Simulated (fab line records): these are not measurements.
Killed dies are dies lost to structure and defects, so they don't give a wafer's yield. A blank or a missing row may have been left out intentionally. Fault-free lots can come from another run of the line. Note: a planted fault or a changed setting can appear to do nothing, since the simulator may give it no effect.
The tool behind it: which one? || flow n5Finfet || 12 lots with 36 wafers sampled at 3 steps, on a route of 1938 steps

WHAT THE GAUGES SHOWED, per wafer
N5_BEOL_M10_CD_MEAS_18: pitch 140 nm, target cd 70 nm.
{"lot": "L076", "measured": "day 11 07:24", "on": "cdSem-01", "cdNm (nm)": "69.6 69.8 69.6"}
{"lot": "L077", "measured": "day 11 07:48", "on": "cdSem-03", "cdNm (nm)": "69.8 70.6 70.1"}
{"lot": "L078", "measured": "day 11 11:43", "on": "cdSem-03", "cdNm (nm)": "70.9 69.8 70.2"}
{"lot": "L081", "measured": "day 12 11:53", "on": "cdSem-03", "cdNm (nm)": "70.5 68.9 69.1"}
{"lot": "L082", "measured": "day 12 18:31", "on": "cdSem-03", "cdNm (nm)": "71.0 70.3 70.6"}
{"lot": "L086", "measured": "day 13 22:38", "on": "cdSem-01", "cdNm (nm)": "68.1 68.4 67.9"}
{"lot": "L088", "measured": "day 14 04:49", "on": "cdSem-02", "cdNm (nm)": "69.1 69.6 68.9"}
{"lot": "L090", "measured": "day 14 08:52", "on": "cdSem-02", "cdNm (nm)": "69.8 69.2 70.0"}
{"lot": "L089", "measured": "day 14 17:47", "on": "cdSem-01", "cdNm (nm)": "69.9 68.8 69.8"}
{"lot": "L095", "measured": "day 15 17:43", "on": "cdSem-02", "cdNm (nm)": "70.0 69.5 70.7"}
{"lot": "L094", "measured": "day 15 17:46", "on": "cdSem-03", "cdNm (nm)": "69.2 69.4 69.2"}
{"lot": "L097", "measured": "day 17 04:34", "on": "cdSem-03", "cdNm (nm)": "69.8 68.9 69.5"}

WHAT TOOL EACH LOT RAN ON (gives the tool, then ch and the chambers of the sampled wafers, and finally the start)
{"lot": "L076", "N5_BEOL_M10_HM_OPEN_17": "rieMetal-03 ch 0,1, day 11 07:13", "N5_BEOL_M10_STRIP_19": "rieDiel-06 ch 0,1, day 11 07:20"}
{"lot": "L077", "N5_BEOL_M10_HM_OPEN_17": "rieMetal-02 ch 1, day 11 07:31", "N5_BEOL_M10_STRIP_19": "rieDiel-01 ch 0,2, day 11 07:44"}
{"lot": "L078", "N5_BEOL_M10_HM_OPEN_17": "rieMetal-01 ch 0,1, day 11 11:23", "N5_BEOL_M10_STRIP_19": "rieDiel-01 ch 0,1,2, day 11 11:39"}
{"lot": "L081", "N5_BEOL_M10_HM_OPEN_17": "rieMetal-01 ch 0,1, day 12 11:26", "N5_BEOL_M10_STRIP_19": "rieDiel-01 ch 2,3, day 12 11:49"}
{"lot": "L082", "N5_BEOL_M10_HM_OPEN_17": "rieMetal-03 ch 0,1, day 12 17:59", "N5_BEOL_M10_STRIP_19": "rieDiel-01 ch 0,1, day 12 18:26"}
{"lot": "L086", "N5_BEOL_M10_HM_OPEN_17": "rieMetal-03 ch 1, day 13 22:22", "N5_BEOL_M10_STRIP_19": "rieDiel-05 ch 0,1,2, day 13 22:33"}
{"lot": "L088", "N5_BEOL_M10_HM_OPEN_17": "rieMetal-02 ch 0,1, day 14 04:31", "N5_BEOL_M10_STRIP_19": "rieDiel-05 ch 1,2, day 14 04:45"}
{"lot": "L090", "N5_BEOL_M10_HM_OPEN_17": "rieMetal-03 ch 0,1, day 14 08:41", "N5_BEOL_M10_STRIP_19": "rieDiel-06 ch 0,2,3, day 14 08:47"}
{"lot": "L089", "N5_BEOL_M10_HM_OPEN_17": "rieMetal-03 ch 0,1, day 14 17:32", "N5_BEOL_M10_STRIP_19": "rieDiel-06 ch 0,2,3, day 14 17:43"}
{"lot": "L095", "N5_BEOL_M10_HM_OPEN_17": "rieMetal-01 ch 1, day 15 17:26", "N5_BEOL_M10_STRIP_19": "rieDiel-01 ch 0,3, day 15 17:38"}
{"lot": "L094", "N5_BEOL_M10_HM_OPEN_17": "rieMetal-02 ch 0,1, day 15 17:28", "N5_BEOL_M10_STRIP_19": "rieDiel-01 ch 1,2,3, day 15 17:41"}
{"lot": "L097", "N5_BEOL_M10_HM_OPEN_17": "rieMetal-01 ch 0, day 17 04:13", "N5_BEOL_M10_STRIP_19": "rieDiel-06 ch 0,3, day 17 04:29"}
- N5_BEOL_M10_HM_OPEN_17: chemistry Cl2/BCl3, target TiN, target depth 20 nm, overetch 6 nm.
- N5_BEOL_M10_STRIP_19: strips in O2.

THE ANSWER, worked out from the rows above alone
Rule: usual is defined by the lots themselves. Put in order of their means at a reading, lots are off if they are a third of the lots or fewer, leave a main group of 4 or more, and stand apart from it by a gap of 3 or more times the standard deviation of the main group's means; of several such gaps the widest counts. A main group is skipped when, at the precision printed for the reading in the tables above, its means are all equal. A lot without any number at a reading at which 4 lots or more have one is off too. Any other lot the step has rows for is counted as sound.
No lot is off on any of the readings shown, so nothing can be concluded from this.

WHAT THE SIMULATOR HAD PUT IN
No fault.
